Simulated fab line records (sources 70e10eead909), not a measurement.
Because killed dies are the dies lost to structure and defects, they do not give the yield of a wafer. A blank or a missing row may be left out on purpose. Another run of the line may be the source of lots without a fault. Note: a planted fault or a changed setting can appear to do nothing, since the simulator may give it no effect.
2 desks, one fault ; flow nand-harc ; numbers are kept per desk, each desk with only its own; the story behind them comes last

METROLOGY DESK
Lot by lot, what the gauges showed, no matter which tool ran the lot: averages of those sampled wafers that carry a number. The brackets show how far a lot's mean lies from the usual mean; more than 4 standard deviations puts the lot out of limits, marked OUT.
Columns: A = thk-nm at NHARC_A_SOURCE_PLATE_THK_MEAS_06, usual 199.6 nm; B = thk-nm at NHARC_A_ONON_D1_THK_MEAS_05, usual 1001 nm; C = thk-nm at NHARC_A_ONON_D1_THK_MEAS_18, usual 998 nm
lot;first seen here;A;B;C
L318;day 7 23:39;199.7;1008;1004
L319;day 8 02:56;198.4;986;999
L320;day 8 11:49;201.3;994;987
L321;day 9 06:58;201.8;999;1007
L322;day 9 06:58;201.0;999;1004
L323;day 10 01:00;202.0;1000;1002
L324;day 10 09:20;197.1;994;990
L325;day 10 17:41;199.8;983;999
L326;day 11 02:32;198.8;1020;1004
L335;day 14 20:36;196.6;981;1057 (+6.0) OUT
L336;day 15 04:38;203.4;1007;1082 (+8.5) OUT
L338;day 16 07:16;195.9;1006;1006
L339;day 16 07:16;199.7;1027;994
L340;day 16 18:02;204.1;998;1004
Finding of this desk: L335, L336 out of limits; the first was L335 at day 15 09:06, on thk-nm at NHARC_A_ONON_D1_THK_MEAS_18. Within limits: L318, L319, L320, L321, L322, L323, L324, L325, L326, L338, L339, L340.

THE TOOL OWNER'S DESK: pecvd-onon-02
The tool's own readings at NHARC_A_ONON_D1_DEP_16 (target thk 1000 nm): means of the sampled wafers that have a number, for each lot that ran on this tool. The brackets show how far a lot's mean lies from the usual mean; more than 4 standard deviations puts the lot out of limits, marked OUT.
Columns: A = nh3-flow-sccm at NHARC_A_ONON_D1_DEP_16, usual 500.1 sccm
lot;first seen here;A
L318;day 8 11:45;500.1
L323;day 10 13:20;499.4
L324;day 10 21:19;500.5
L335;day 15 08:35;500.7
L336;day 15 14:48;501.7
Finding of this desk: none of the 5 lots has anything out of limits.

PUT TOGETHER
L335, L336 would have let the metrology desk raise an alarm at day 15 09:06.
The desk of the tool owner found nothing out of limits.
The tool owner's desk has L335, L336 on record, within its limits.
On pecvd-onon-02, each named lot ran NHARC_A_ONON_D1_DEP_16.

WHAT WAS PUT IN BY THE SIMULATOR
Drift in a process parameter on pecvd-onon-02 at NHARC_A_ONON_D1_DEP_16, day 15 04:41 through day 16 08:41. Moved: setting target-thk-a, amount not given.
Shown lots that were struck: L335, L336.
Hours from the fault's start to each desk's first reading out of limits: the metrology desk, 4.
